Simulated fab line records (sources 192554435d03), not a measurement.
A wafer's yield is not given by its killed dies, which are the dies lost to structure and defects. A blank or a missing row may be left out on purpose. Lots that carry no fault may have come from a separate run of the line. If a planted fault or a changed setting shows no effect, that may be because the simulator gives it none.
2 desks looking at one fault + flow n5_finfet + each desk has only its own numbers; what lay behind them comes last

== TOOL OWNER'S DESK, implanter-01 ==
The tool's own readings at N5_WELL_APT_IMPLANT_14, given as means over the sampled wafers that have a number, one for each lot that went through this tool. If a lot's mean is further than 4 standard deviations from the usual mean, the lot is out of limits and carries the mark OUT (the distance appears in the brackets).
Columns: A = beam_on_s at N5_WELL_APT_IMPLANT_14, usual 10.00 s; B = dose_ions_cm2 at N5_WELL_APT_IMPLANT_14, usual 1.5e+13; C = end_station_pressure_torr at N5_WELL_APT_IMPLANT_14, usual 5.12e-06 Torr; D = faraday_current_uA at N5_WELL_APT_IMPLANT_14, usual 190
| lot  | first seen here | A     | B                         | C        | D             |
|------|-----------------|-------|---------------------------|----------|---------------|
| L693 | day 1 14:04     | 9.89  | 1.5e+13                   | 5.22e-06 | 192           |
| L694 | day 1 19:52     | 9.92  | 1.5e+13                   | 5.12e-06 | 191           |
| L696 | day 2 08:22     | 9.91  | 1.5e+13                   | 5.37e-06 | 192           |
| L701 | day 3 14:07     | 9.91  | 1.5e+13                   | 4.99e-06 | 192           |
| L702 | day 3 19:57     | 9.87  | 1.5e+13                   | 5.12e-06 | 193           |
| L704 | day 4 08:11     | 9.80  | 1.1e+13 (-99 or more) OUT | 5.08e-06 | 147 (-11) OUT |
| L705 | day 4 13:47     | 9.94  | 1.1e+13 (-99 or more) OUT | 5.04e-06 | 144 (-11) OUT |
| L709 | day 5 14:07     | 10.29 | 1.1e+13 (-99 or more) OUT | 5.02e-06 | 140 (-12) OUT |
This desk's finding: out of limits on L704, L705, L709; first on L704, day 4 08:11 (dose_ions_cm2 at N5_WELL_APT_IMPLANT_14). In limits: L693, L694, L696, L701, L702.

== FROM THE METROLOGY DESK ==
Means of the sampled wafers that have a number, per lot and without regard to the tool the lot ran on: this is what the gauges read. If a lot's mean is further than 4 standard deviations from the usual mean, the lot is out of limits and carries the mark OUT (the distance appears in the brackets). It has 11 readings, of which 7 appear: the earliest out of limits, and the ones furthest out on some lot.
Columns: A = DIBL_N at N5_BEOL_M4_RC_MEAS_101, usual 36.6 mV/V; B = DIBL_P at N5_BEOL_M4_RC_MEAS_101, usual 36.7 mV/V; C = IOFF_N at N5_BEOL_M4_RC_MEAS_101, usual 0.16 nA/um; D = IOFF_P at N5_BEOL_M4_RC_MEAS_101, usual 0.22 nA/um; E = RS_NWELL at N5_BEOL_M4_RC_MEAS_101, usual 1038 ohm/sq; F = SS_N at N5_BEOL_M4_RC_MEAS_101, usual 71.6 mV/dec; G = VT_P at N5_BEOL_M4_RC_MEAS_101, usual -250 mV
| lot  | first seen here | A    | B    | C    | D    | E              | F    | G    |
|------|-----------------|------|------|------|------|----------------|------|------|
| L694 | day 9 10:38     | 38.2 | 36.7 | 0.18 | 0.22 | 1046           | 72.2 | -250 |
| L693 | day 9 11:10     | 36.6 | 37.4 | 0.16 | 0.27 | 1036           | 70.7 | -245 |
| L696 | day 9 21:14     | 35.8 | 36.6 | 0.15 | 0.20 | 1045           | 71.2 | -251 |
| L701 | day 10 22:46    | 36.1 | 36.4 | 0.14 | 0.21 | 1047           | 71.4 | -249 |
| L702 | day 11 09:17    | 36.7 | 37.4 | 0.16 | 0.22 | 1037           | 71.3 | -250 |
| L704 | day 11 14:56    | 34.2 | 35.9 | 0.14 | 0.20 | 1211 (+25) OUT | 71.6 | -251 |
| L705 | day 11 17:41    | 38.1 | 36.4 | 0.17 | 0.26 | 1220 (+26) OUT | 72.1 | -247 |
| L709 | day 13 03:19    | 37.6 | 39.1 | 0.19 | 0.27 | 1206 (+24) OUT | 72.2 | -247 |
| L715 | day 14 07:49    | 38.3 | 37.6 | 0.20 | 0.27 | 1032           | 72.0 | -244 |
Finding of this desk: L704, L705, L709 out of limits, first seen on L704 at day 11 14:56 (RS_NWELL at N5_BEOL_M4_RC_MEAS_101). In limits: L694, L693, L696, L701, L702, L715.

== TAKEN TOGETHER ==
The tool owner's desk could have raised an alarm at day 4 08:11, on L704, L705, L709.
On L704, L705, L709, the metrology desk was in a position to raise an alarm at day 11 14:56.
The lots listed all ran N5_WELL_APT_IMPLANT_14 on implanter-01.

== WHAT THE SIMULATOR HAD PUT IN ==
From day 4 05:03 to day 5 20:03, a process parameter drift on implanter-01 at N5_WELL_APT_IMPLANT_14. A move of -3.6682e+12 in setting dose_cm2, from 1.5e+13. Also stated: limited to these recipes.
Struck lots among those shown: L704, L705, L709.
Hours from the fault's start to each desk's first reading out of limits: the tool owner's desk, 3; the metrology desk, 178.
